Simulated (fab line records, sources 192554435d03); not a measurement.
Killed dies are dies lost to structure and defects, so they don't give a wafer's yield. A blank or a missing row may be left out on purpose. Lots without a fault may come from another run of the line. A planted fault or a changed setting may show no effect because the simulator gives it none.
Chamber matching | flow n5_finfet | N5_BEOL_M11_STRIP_67 on rie_diel-02: 4 sister chambers
The step strips in CF4. 8 wafers are shown with their chamber, then 10 later ones without.

WAFERS WITH THEIR CHAMBER
wafer  | chamber | showerhead_plenum_p_Torr (Torr) | drypump_motor_current_A (A)
L078.1 | 1       | 1.81                            | 6.0
L081.4 | 3       | 1.91                            | 5.7
L081.6 | 2       | 1.85                            | 5.8
L083.2 | 2       | 1.85                            | 5.7
L083.5 | 0       | 1.81                            | 5.6
L083.6 | 3       | 1.91                            | 5.7
L084.1 | 1       | 1.80                            | 6.0
L084.3 | 0       | 1.81                            | 5.6

WAFERS WITHOUT THEIR CHAMBER
wafer  | showerhead_plenum_p_Torr (Torr) | drypump_motor_current_A (A)
L084.5 | 1.81                            | 5.5
L090.1 | 1.90                            | 5.7
L090.5 | 1.80                            | 6.1
L090.6 | 1.81                            | 5.5
L094.4 | 1.84                            | 5.7
L094.5 | 1.84                            | 5.7
L094.6 | 1.80                            | 6.0
L096.1 | 1.90                            | 5.7
L096.3 | 1.84                            | 5.7
L096.4 | 1.81                            | 5.6

WHICH CHAMBER EACH WENT THROUGH
wafer  | from the rows above | in truth
L084.5 | 0                   | 0
L090.1 | 3                   | 3
L090.5 | 1                   | 1
L090.6 | 0                   | 0
L094.4 | 2                   | 2
L094.5 | 2                   | 2
L094.6 | 1                   | 1
L096.1 | 3                   | 3
L096.3 | 2                   | 2
L096.4 | 0                   | 0
Placed correctly: 10 of 10. Can't be placed from these rows: 0. Placed wrongly: 0.
How it was worked out, from the rows above alone: a wafer's distance from a chamber is the root of the sum, over the readings, of the square of ((its reading less the chamber's mean) divided by the reading's scatter). The wafer belongs to the nearest chamber; if the next one is less than 2 further off, it can't be placed. A chamber's mean is the mean of its shown wafers. The scatter: the root of (the sum of the squares of (reading less its chamber's mean) over the shown wafers, divided by (wafers less chambers)).
